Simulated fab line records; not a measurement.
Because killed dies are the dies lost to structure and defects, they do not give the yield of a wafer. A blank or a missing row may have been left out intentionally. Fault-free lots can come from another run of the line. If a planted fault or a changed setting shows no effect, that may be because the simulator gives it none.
Lot-split experiment :: flow n5-finfet :: 21 wafers read from 7 lots, route of 1938 steps

## THE SPLIT ITSELF
At N5_SD_EPI_P_EXPOSE_06 (exposes mask SD P BLK, target cd 240 nm), the setting dose-mj was moved away from the recipe's 39.5 on 7 of the 21 wafers read, by -6.3% to +5.7%. The other wafers ran this setting at the recipe's value.

## FROM THE SPLIT TO THE READING: what the file shows between them, 2 steps
- N5_SD_EPI_P_PEB_07: peb time 60 s
- N5_SD_EPI_P_DEVELOP_08: develop time 30 s

## THE READING
cd-nm at N5_SD_EPI_P_CD_MEAS_09, given in nm (cd target 240 nm). A value of 240.7 nm with a standard deviation of 1.1 nm is what fault-free wafers of this fab line usually give.

wafer: L074.3
tool, chamber at the split: arfi-scanner-01, 0
dose-mj as run: 39.5
against the recipe: recipe
cd-nm, nm: 240.6
against lot-mates on the recipe: -

wafer: L074.4
tool, chamber at the split: arfi-scanner-01, 0
dose-mj as run: 37.46
against the recipe: -5.2%
cd-nm, nm: 236.7
against lot-mates on the recipe: -3.9

wafer: L074.6
tool, chamber at the split: arfi-scanner-01, 0
dose-mj as run: 37.46
against the recipe: -5.2%
cd-nm, nm: 236.5
against lot-mates on the recipe: -4.1

wafer: L083.2
tool, chamber at the split: arfi-scanner-02, 0
dose-mj as run: 39.5
against the recipe: recipe
cd-nm, nm: 240.1
against lot-mates on the recipe: -

wafer: L083.3
tool, chamber at the split: arfi-scanner-02, 0
dose-mj as run: 37.11
against the recipe: -6.1%
cd-nm, nm: 236.0
against lot-mates on the recipe: -5.0

wafer: L083.6
tool, chamber at the split: arfi-scanner-02, 0
dose-mj as run: 39.5
against the recipe: recipe
cd-nm, nm: 241.9
against lot-mates on the recipe: -

wafer: L084.1
tool, chamber at the split: arfi-scanner-01, 0
dose-mj as run: 39.5
against the recipe: recipe
cd-nm, nm: 240.2
against lot-mates on the recipe: -

wafer: L084.2
tool, chamber at the split: arfi-scanner-01, 0
dose-mj as run: 39.5
against the recipe: recipe
cd-nm, nm: 240.2
against lot-mates on the recipe: -

wafer: L084.5
tool, chamber at the split: arfi-scanner-01, 0
dose-mj as run: 39.5
against the recipe: recipe
cd-nm, nm: 240.0
against lot-mates on the recipe: -

wafer: L085.1
tool, chamber at the split: arfi-scanner-03, 0
dose-mj as run: 39.5
against the recipe: recipe
cd-nm, nm: 241.3
against lot-mates on the recipe: -

wafer: L085.2
tool, chamber at the split: arfi-scanner-03, 0
dose-mj as run: 37.03
against the recipe: -6.3%
cd-nm, nm: 238.2
against lot-mates on the recipe: -3.1

wafer: L085.6
tool, chamber at the split: arfi-scanner-03, 0
dose-mj as run: 37.03
against the recipe: -6.3%
cd-nm, nm: 237.6
against lot-mates on the recipe: -3.7

wafer: L089.1
tool, chamber at the split: arfi-scanner-01, 0
dose-mj as run: 40.61
against the recipe: +2.8%
cd-nm, nm: 241.3
against lot-mates on the recipe: +1.5

wafer: L089.2
tool, chamber at the split: arfi-scanner-01, 0
dose-mj as run: 39.5
against the recipe: recipe
cd-nm, nm: 239.4
against lot-mates on the recipe: -

wafer: L089.4
tool, chamber at the split: arfi-scanner-01, 0
dose-mj as run: 39.5
against the recipe: recipe
cd-nm, nm: 240.2
against lot-mates on the recipe: -

wafer: L092.2
tool, chamber at the split: arfi-scanner-01, 0
dose-mj as run: 39.5
against the recipe: recipe
cd-nm, nm: 238.0
against lot-mates on the recipe: -

wafer: L092.4
tool, chamber at the split: arfi-scanner-01, 0
dose-mj as run: 41.75
against the recipe: +5.7%
cd-nm, nm: 243.5
against lot-mates on the recipe: +4.7

wafer: L092.6
tool, chamber at the split: arfi-scanner-01, 0
dose-mj as run: 39.5
against the recipe: recipe
cd-nm, nm: 239.7
against lot-mates on the recipe: -

wafer: L096.2
tool, chamber at the split: arfi-scanner-01, 0
dose-mj as run: 39.5
against the recipe: recipe
cd-nm, nm: 240.7
against lot-mates on the recipe: -

wafer: L096.4
tool, chamber at the split: arfi-scanner-01, 0
dose-mj as run: 39.5
against the recipe: recipe
cd-nm, nm: 241.4
against lot-mates on the recipe: -

wafer: L096.5
tool, chamber at the split: arfi-scanner-01, 0
dose-mj as run: 39.5
against the recipe: recipe
cd-nm, nm: 242.2
against lot-mates on the recipe: -

FIT RESULTS
A straight line over all 21 wafers: cd-nm changes by +0.556 nm for each +1% of dose-mj; r = +0.86; the points scatter about the line by 1 nm.
The same after taking each lot's own level away (the mean of its wafers on the recipe; 21 wafers): +0.697 nm for each +1%; r = +0.96; scatter 0.66 nm.
On that fit, the largest move of dose-mj shifts the reading by 4.4 nm.
The span of the lots' own levels, 238.85 to 241.43 nm, comes to 2.3 times the standard deviation stated above.
So the lot-to-lot level changes the slope: the two fits differ.
Check: for one of the wafers moved furthest among these (-6.3%), held out of the fit, the line's prediction against its lot-mates is -4.63 nm. Against them it came out at -3.1 nm.

## ADDITIONAL SPLITS CARRIED BY THESE WAFERS
Other splits were also applied to these wafers ahead of the reading. Each is held against what the fit with the lots' levels taken away leaves over:
other split on the same wafers: N5_WELL_APT_COAT_02 spin-rpm
wafers away from the commonest value: 6
r with cd-nm (lot level and that fit taken away): -0.16

other split on the same wafers: N5_FIN_CUT_EXPOSE_05 dose-mj
wafers away from the commonest value: 6
r with cd-nm (lot level and that fit taken away): +0.41

other split on the same wafers: N5_FIN_CUT_CUT_ETCH_15 time-s
wafers away from the commonest value: 7
r with cd-nm (lot level and that fit taken away): +0.00

other split on the same wafers: N5_SD_EPI_N_DESCUM_14 time-s
wafers away from the commonest value: 5
r with cd-nm (lot level and that fit taken away): -0.12

## THE WHOLE CHAIN: every reading that the file lists as answering this split, in the file's order
step: N5_SD_EPI_P_CD_MEAS_09
what it does: target cd 240 nm
reading: cd-nm
change (the file's fit): +0.72 nm for each +1% of the setting
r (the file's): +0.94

step: N5_SD_EPI_P_DESCUM_14
what it does: chemistry O2, time 7.9 s
reading: SD_EPI_P.cd-nm (the simulator's own value, which no gauge read)
change (the file's fit): +0.73 nm for each +1% of the setting
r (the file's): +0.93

step: N5_SD_EPI_P_ETCH_36
what it does: etches SiARC in CF4, target depth 45.5 nm, time 75.8 s
reading: SD_EPI_P.cd-nm (the simulator's own value, which no gauge read)
change (the file's fit): +0.736 nm for each +1% of the setting
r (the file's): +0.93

## FILE'S OWN FIT
cd-nm changes by +0.72 nm for each +1% of dose-mj, r = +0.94.
